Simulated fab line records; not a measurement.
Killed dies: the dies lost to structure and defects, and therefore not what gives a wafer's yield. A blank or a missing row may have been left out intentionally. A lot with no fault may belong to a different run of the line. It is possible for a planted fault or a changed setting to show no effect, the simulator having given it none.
fab line records -- flow nand_harc
[record] lots = 12, wafers = 36, last_day = 35
route steps=1302 shown A_STAIRCASE@743 END@1302
lots that met no fault: from a run of the same line without faults
start_h: hours from the record's opening day to when the first of the lot's shown wafers began -- wait_h: hours since the lot's step before -- " same as the row above -- L1.1+2: one row covering several wafers at once -- - no value, or no start given -- * or withheld: withheld -- < > ~ a bound
route shown NAME@n: NAME is a module with steps in the file, n the number in the route of the first one -- usual: average and standard deviation across the fault-free wafers -- same: alike in all rows -- chamber/n: place in a boat -- sites: the reading at each site -- _std_site: standard deviation across them -- _edge_site: the outer-site mean with the inner-site mean subtracted -- radius_mm: for every site, how far away it sits from the centre of the wafer -- mask NAME#n: copy n -- behind: the tool/chamber that last shaped the wafer -- hold: what put the lot on hold/how long, in hours/how the hold closed -- device: the n, p or np transistor that did not switch -- end of line: tests of these same wafers at the route's end -- a step without rows: its recipe alone -- killed: the dies lost at the first sort to structure and to defects; this is not the yield of the wafer -- map: a wafer's dies, marking killed ones x, the rest . and places with no die _
set.NAME: the run value of the setting; set.NAME@STEP: its run value at that earlier step -- model.NAME: the simulator's own value behind a step, which no gauge read
steps of the route over a sample of lots; a table a step, a row a wafer
services: when a tool's chamber went out of use (start_h, in hours from the record's first day, below 0 if earlier), for how many hours, and the reason
[[steps]]
[step NHARC_A_STAIRCASE_TRIM_229]
[recipe] time_s = 211.2, o2_flow_sccm = 500, ar_flow_sccm = 0, bias_w = 0, chemistry = O2
[usual] drypump_motor_current_A = 5.9/0.62, oes_product_au = 1.000/0.0095, rf_vpp_V = 57.6/0.84, showerhead_plenum_p_Torr = 3.45/0.11, throttle_valve_pct = 17.035/0.0088
lot.wafer,tool,chamber,start_h,wait_h,drypump_motor_current_A,oes_product_au,rf_hours_counter_h,rf_vpp_V,showerhead_plenum_p_Torr,throttle_valve_pct
L112.2,rie_diel-01,3,377.10,0.1,6.2,1.018,61,57.7,3.48,17.056
L112.3,rie_diel-01,0,377.10,0.1,6.7,1.008,57,57.2,3.65,17.025
L112.5,rie_diel-01,0,377.10,0.1,6.7,1.013,-,56.5,3.65,17.038
L113.3,rie_diel-06,2,379.67,0.1,5.9,0.993,11,56.6,3.35,17.053
L113.4,rie_diel-06,3,379.67,0.1,5.5,0.991,11,57.9,3.48,17.033
L113.1,rie_diel-06,1,379.67,0.1,6.1,1.009,10,57.7,3.57,17.034
L114.2,rie_diel-06,2,381.02,0.1,5.9,1.004,12,57.1,3.35,17.033
L114.4,rie_diel-06,0,381.02,0.1,6.8,0.987,5,58.4,3.44,17.039
L114.5,rie_diel-06,2,381.02,0.1,5.9,0.992,-,56.7,3.35,17.027
L120.2,rie_diel-01,3,459.75,0.1,6.1,0.992,19,56.9,3.47,17.046
L120.3,rie_diel-01,1,459.75,0.1,6.4,1.001,17,57.7,3.36,17.036
L120.6,rie_diel-01,3,459.75,0.1,6.2,0.990,-,57.2,3.47,17.047
L119.3,rie_diel-01,1,468.60,0.1,6.3,0.999,19,57.2,3.36,17.033
L119.1,rie_diel-01,2,468.60,0.1,4.8,1.003,16,58.0,3.47,17.014
L119.6,rie_diel-01,2,468.60,0.1,4.8,1.005,-,58.6,3.47,17.040
L121.4,rie_diel-01,1,480.49,0.1,6.4,0.991,25,59.4,3.36,17.033
L121.2,rie_diel-01,2,480.49,0.1,4.8,1.014,21,58.5,3.47,17.044
L121.1,rie_diel-01,3,480.49,0.1,6.2,0.997,24,57.8,3.47,17.035
L124.3,rie_diel-10,2,498.24,0.1,5.1,1.013,20,57.1,3.36,17.026
L124.1,rie_diel-10,0,498.24,0.1,5.4,1.011,20,57.7,3.42,17.020
L124.4,rie_diel-10,1,498.24,0.1,5.8,1.006,22,56.8,3.31,17.036
L128.1,rie_diel-10,1,522.52,0.1,5.8,0.991,31,55.4,3.30,17.040
L128.3,rie_diel-10,2,522.52,0.1,5.1,1.011,30,57.1,3.36,17.037
L128.5,rie_diel-10,2,522.52,0.1,5.1,1.005,-,57.2,3.36,17.035
L132.3,rie_diel-06,0,553.84,0.1,6.8,0.991,25,56.7,3.41,17.054
L132.1,rie_diel-06,1,553.84,0.1,6.2,0.998,27,56.4,3.54,17.026
L132.2,rie_diel-06,2,553.84,0.1,5.8,0.995,27,56.1,3.32,17.026
L133.3,rie_diel-01,2,587.50,0.1,4.8,0.991,10,59.1,3.45,17.035
L133.1,rie_diel-01,3,587.50,0.1,6.2,0.991,6,58.3,3.45,17.041
L133.5,rie_diel-01,1,587.50,0.1,6.3,0.986,-,56.2,3.33,17.030
L134.3,rie_diel-06,0,590.35,0.1,6.8,0.994,42,56.6,3.40,17.029
L134.6,rie_diel-06,1,590.35,0.1,6.1,0.989,-,57.2,3.53,17.042
L134.5,rie_diel-06,2,590.35,0.1,5.9,1.002,-,57.6,3.31,17.038
L135.2,rie_diel-06,2,613.25,0.1,5.9,0.998,47,57.3,3.31,17.048
L135.3,rie_diel-06,3,613.25,0.1,5.4,0.986,45,56.8,3.44,17.040
L135.6,rie_diel-06,1,613.25,0.1,6.1,0.992,-,57.2,3.53,17.048
[step NHARC_A_STAIRCASE_ETCH_232]
[recipe] target_depth_a = 1000, time_s = 40.5, ion_energy_ev = 400, c4f8_flow_sccm = 20, o2_flow_sccm = 10, ar_flow_sccm = withheld, rf_w = 600, bias_w = 1000, chemistry = C4F8/O2
[usual] oes_product_au = 0.948/0.011, rf_vpp_V = 894/4.2
lot.wafer,tool,chamber,start_h,wait_h,oes_product_au,rf_hours_counter_h,rf_vpp_V
L112.2,rie_diel-01,3,-,-,0.946,61,895
L112.3,rie_diel-01,0,-,-,0.967,57,900
L112.5,rie_diel-01,0,-,-,0.970,-,900
L113.4,rie_diel-06,2,-,-,0.952,11,889
L113.1,rie_diel-06,3,-,-,0.937,11,893
L113.3,rie_diel-06,1,-,-,0.954,10,898
L114.2,rie_diel-06,1,-,-,0.932,11,898
L114.4,rie_diel-06,3,-,-,0.952,11,895
L114.5,rie_diel-06,0,-,-,0.955,-,892
L120.3,rie_diel-01,1,-,-,0.937,18,890
L120.2,rie_diel-01,3,-,-,0.937,19,893
L120.6,rie_diel-01,3,-,-,0.936,-,893
L119.1,rie_diel-01,1,-,-,0.948,20,889
L119.3,rie_diel-01,2,-,-,0.959,16,895
L119.6,rie_diel-01,1,-,-,0.948,-,888
L121.4,rie_diel-01,3,-,-,0.946,25,894
L121.2,rie_diel-01,1,-,-,0.939,25,890
L121.1,rie_diel-01,2,-,-,0.956,21,892
L124.1,rie_diel-10,2,-,-,0.963,20,890
L124.4,rie_diel-10,0,-,-,0.959,21,892
L124.3,rie_diel-10,1,-,-,0.948,22,888
L128.1,rie_diel-10,2,-,-,0.946,30,890
L128.3,rie_diel-10,0,-,-,0.964,27,891
L128.5,rie_diel-10,1,-,-,0.963,-,886
L132.3,rie_diel-06,1,-,-,0.962,28,897
L132.1,rie_diel-06,2,-,-,0.962,27,887
L132.2,rie_diel-06,3,-,-,0.931,25,894
L133.1,rie_diel-01,1,-,-,0.947,10,889
L133.3,rie_diel-01,3,-,-,0.964,6,894
L133.5,rie_diel-01,0,-,-,0.962,-,900
L134.3,rie_diel-06,0,-,-,0.940,42,890
L134.5,rie_diel-06,3,-,-,0.928,-,892
L134.6,rie_diel-06,0,-,-,0.947,-,891
L135.2,rie_diel-06,0,-,-,0.949,48,891
L135.3,rie_diel-06,1,-,-,0.943,53,896
L135.6,rie_diel-06,1,-,-,0.935,-,896
[step NHARC_A_STAIRCASE_ETCH_253]
[recipe] target_depth_a = 500, time_s = 20.2, ion_energy_ev = 400, c4f8_flow_sccm = 20, o2_flow_sccm = 10, ar_flow_sccm = withheld, rf_w = 600, bias_w = 1000, chemistry = C4F8/O2
[usual] oes_product_au = 0.952/0.02, rf_vpp_V = 893/4.8
lot.wafer,tool,chamber,start_h,wait_h,oes_product_au,rf_hours_counter_h,rf_vpp_V
L112.2,rie_diel-01,0,379.64,0.1,0.965,58,901
L112.3,rie_diel-01,1,379.64,0.1,0.976,50,889
L112.5,rie_diel-01,3,379.64,0.1,0.970,-,894
L113.3,rie_diel-10,3,382.33,0.1,0.945,40,903
L113.1,rie_diel-10,0,382.33,0.1,0.940,57,892
L113.4,rie_diel-10,2,382.33,0.1,0.928,54,890
L114.2,rie_diel-06,3,383.65,0.1,0.956,12,895
L114.4,rie_diel-06,2,383.65,0.1,0.943,12,889
L114.5,rie_diel-06,0,383.65,0.1,0.940,-,894
L120.3,rie_diel-01,0,462.61,0.1,0.955,21,900
L120.2,rie_diel-01,1,462.61,0.1,0.955,18,890
L120.6,rie_diel-01,0,462.61,0.1,0.962,-,899
L119.1,rie_diel-06,3,471.44,0.1,0.920,32,894
L119.3,rie_diel-06,1,471.44,0.1,0.929,29,897
L119.6,rie_diel-06,3,471.44,0.1,0.928,-,893
L121.1,rie_diel-10,1,483.17,0.1,0.982,16,888
L121.2,rie_diel-10,3,483.17,0.1,0.973,15,902
L121.4,rie_diel-10,0,483.17,0.1,0.988,17,891
L124.4,rie_diel-10,0,501.07,0.1,0.954,22,891
L124.3,rie_diel-10,1,501.07,0.1,1.291,23,886
L124.1,rie_diel-10,2,501.07,0.1,0.982,21,889
L128.3,rie_diel-06,2,525.47,0.1,0.916,13,889
L128.1,rie_diel-06,3,525.47,0.1,0.915,12,892
L128.5,rie_diel-06,1,525.47,0.1,0.923,-,896
L132.1,rie_diel-06,0,556.37,0.1,0.951,25,893
L132.3,rie_diel-06,1,556.37,0.1,0.973,28,895
L132.2,rie_diel-06,2,556.37,0.1,0.961,28,888
L133.1,rie_diel-01,1,590.31,0.1,0.982,11,889
L133.3,rie_diel-01,2,590.31,0.1,0.959,11,894
L133.5,rie_diel-01,0,590.31,0.1,0.980,-,897
L134.3,rie_diel-10,3,592.83,0.1,0.988,51,903
L134.6,rie_diel-10,1,592.83,0.1,0.964,-,888
L134.5,rie_diel-10,2,592.83,0.1,0.987,-,889
L135.3,rie_diel-10,3,616.14,0.1,0.976,3,903
L135.2,rie_diel-10,1,616.14,0.1,0.976,2,888
L135.6,rie_diel-10,3,616.14,0.1,0.976,-,901
[step NHARC_A_STAIRCASE_STRIP_254]
[recipe] power_w = 1500, temp_c = 250, chemistry = O2
[usual] drypump_motor_current_A = 5.85/0.28, heater_power_w = 342/25
lot.wafer,tool,chamber,start_h,wait_h,drypump_motor_current_A,heater_power_w,rf_hours_counter_h
L112.2,plasma_asher-02,1,379.73,-,5.52,339,23
L112.3,plasma_asher-02,1,379.73,-,5.51,339,-
L112.5,plasma_asher-02,0,379.73,-,5.66,338,-
L113.1,plasma_asher-02,1,382.47,-,5.50,343,24
L113.3,plasma_asher-02,0,382.47,-,5.66,339,-
L113.4,plasma_asher-02,1,382.47,-,5.48,333,-
L114.2,plasma_asher-01,1,383.74,-,6.27,350,6
L114.4,plasma_asher-01,0,383.74,-,5.79,299,-
L114.5,plasma_asher-01,1,383.74,-,6.25,364,-
L120.2,plasma_asher-01,0,462.71,-,5.81,302,20
L120.3,plasma_asher-01,1,462.71,-,6.24,364,-
L120.6,plasma_asher-01,1,462.71,-,6.25,349,-
L119.1,plasma_asher-01,0,471.58,-,5.78,310,23
L119.3,plasma_asher-01,0,471.58,-,5.79,311,-
L119.6,plasma_asher-01,1,471.58,-,6.28,366,-
L121.1,plasma_asher-01,0,483.26,-,5.80,313,25
L121.2,plasma_asher-01,1,483.26,-,6.25,349,25
L121.4,plasma_asher-01,0,483.26,-,5.83,303,-
L124.1,plasma_asher-01,1,501.21,-,6.29,354,31
L124.3,plasma_asher-01,0,501.21,-,5.82,302,-
L124.4,plasma_asher-01,1,501.21,-,6.29,357,-
L128.1,plasma_asher-02,1,526.19,-,5.50,346,22
L128.3,plasma_asher-02,1,526.19,-,5.51,347,-
L128.5,plasma_asher-02,1,526.19,-,5.51,350,-
L132.2,plasma_asher-01,1,556.64,-,6.24,378,7
L132.1,plasma_asher-01,0,556.64,-,5.79,313,7
L132.3,plasma_asher-01,0,556.64,-,5.80,309,-
L133.1,plasma_asher-01,1,590.44,-,6.21,370,21
L133.3,plasma_asher-01,1,590.44,-,6.24,370,-
L133.5,plasma_asher-01,1,590.44,-,6.24,378,-
L134.3,plasma_asher-01,0,593.05,-,5.80,304,-
L134.6,plasma_asher-01,1,593.05,-,6.26,378,-
L134.5,plasma_asher-01,0,593.05,-,5.77,309,-
L135.2,plasma_asher-01,0,616.23,-,5.78,312,29
L135.3,plasma_asher-01,1,616.23,-,6.24,369,-
L135.6,plasma_asher-01,1,616.23,-,6.20,377,-
[step NHARC_END_SORT_01]
[recipe] temp_c = 25
[usual] killed_at_array = 54/18, killed_at_other = 0.9/1.2, killed_at_periphery = 4.4/2.9, killed_dies = 59/18, killed_open = 3.2/1.8, killed_short = 2.6/1.8
[same] gross_dies = 677
lot.wafer,tool,chamber,start_h,wait_h,killed_at_array,killed_at_other,killed_at_periphery,killed_dies,killed_open,killed_short
L124.1,prober-01,0,720.46,2.5,37,1,3,41,7,2
L124.3,prober-01,0,722.07,3.1,675,0,2,677,0,2
L124.4,prober-01,0,722.87,3.4,47,0,2,49,2,2
// killed by level:class
L124.1 A_CHANNEL_HOLE_D2:chamber_film_flake=12 A_CHANNEL_HOLE_D1:chamber_film_flake=9 A_STAIRCASE:chamber_film_flake=7 A_BLC:geometric_particle:open=3 A_CONTACT:chamber_film_flake=2 P_CONTACT:geometric_particle:short=1 P_M0:geometric_particle:short=1 A_CHANNEL_FILL_D1:geometric_particle:open=1
L124.3 A_STAIRCASE:area_etch=636 A_CHANNEL_HOLE_D2:chamber_film_flake=19 A_STAIRCASE:chamber_film_flake=5 A_CONTACT:chamber_film_flake=5 A_CHANNEL_HOLE_D1:chamber_film_flake=4 A_SGD_CUT:chamber_film_flake=2 A_DECK1_JOINT:geometric_particle:short=1 A_ONON_D2:geometric_particle:short=1
L124.4 A_CHANNEL_HOLE_D2:chamber_film_flake=19 A_CHANNEL_HOLE_D1:chamber_film_flake=10 A_SLIT:chamber_film_flake=5 A_STAIRCASE:chamber_film_flake=5 A_CONTACT:chamber_film_flake=5 P_GATE:geometric_particle:open=1 P_M0:geometric_particle:open=1 A_DECK1_JOINT:geometric_particle:short=1
[[services]]
tool,chamber,start_h,hours,kind
rie_diel-06,-,356.51,0.1,repair
rie_diel-01,-,380.80,9.0,pm
rie_diel-10,1,382.42,5.0,repair
rie_diel-06,0,389.19,-,clean
rie_diel-06,1,389.19,-,clean
rie_diel-06,2,389.19,-,clean
rie_diel-06,3,389.19,-,clean
plasma_asher-01,-,389.65,4.0,repair
rie_diel-10,0,406.59,3.3,repair
plasma_asher-02,-,413.24,14.6,repair
rie_diel-06,0,413.69,-,clean
rie_diel-06,1,413.69,-,clean
rie_diel-06,2,413.69,-,clean
rie_diel-06,3,413.69,-,clean
rie_diel-10,-,419.56,9.0,pm
plasma_asher-02,-,427.87,9.0,pm
rie_diel-06,0,438.19,-,clean
rie_diel-10,0,483.51,6.6,repair
rie_diel-06,-,484.27,9.0,pm
plasma_asher-01,-,519.00,9.0,pm
plasma_asher-02,-,547.96,59.8,repair
rie_diel-01,-,557.80,9.0,pm
rie_diel-10,-,596.76,9.0,pm
plasma_asher-02,-,607.80,9.0,pm
[[key]]
[first_sign] step = NHARC_A_STAIRCASE_ETCH_253, reading = oes_product_au, direction = up, sigmas = 17, usual = 0.952, struck = 1.291
[effect] step = NHARC_END_SORT_01, reading = killed_at_array, direction = up, sigmas = 34, usual = 54, struck = 675
[more_kills_born_at] NHARC_A_STAIRCASE_ETCH_253@rie_diel-10 = 636
met_at NHARC_A_STAIRCASE_ETCH_253
struck_lots L124
struck_wafers L124.3
later_rows_left_out L124.3
tester_left_out L124
not_acting_at NHARC_A_STAIRCASE_TRIM_229,NHARC_A_STAIRCASE_ETCH_232,NHARC_A_STAIRCASE_STRIP_254
onset_between 483.17 501.07
[fault] kind = process_parameter_drift, tool = rie_diel-10, chamber = 1, onset_h = 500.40, steps = NHARC_A_STAIRCASE_ETCH_253, channel = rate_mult, offset = 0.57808, shape = step, end_h = 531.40
// tester_left_out: of these lots the tester's yield and bins aren't shown, on N5 and GAA mostly nor the transistor test; their killed dies are dies lost to structure and defects alone, not to doping, threshold or leakage, so they don't give the yield
// later_rows_left_out: the simulator's readings of these wafers behind a module that went badly wrong aren't trusted and aren't shown, but for the sort
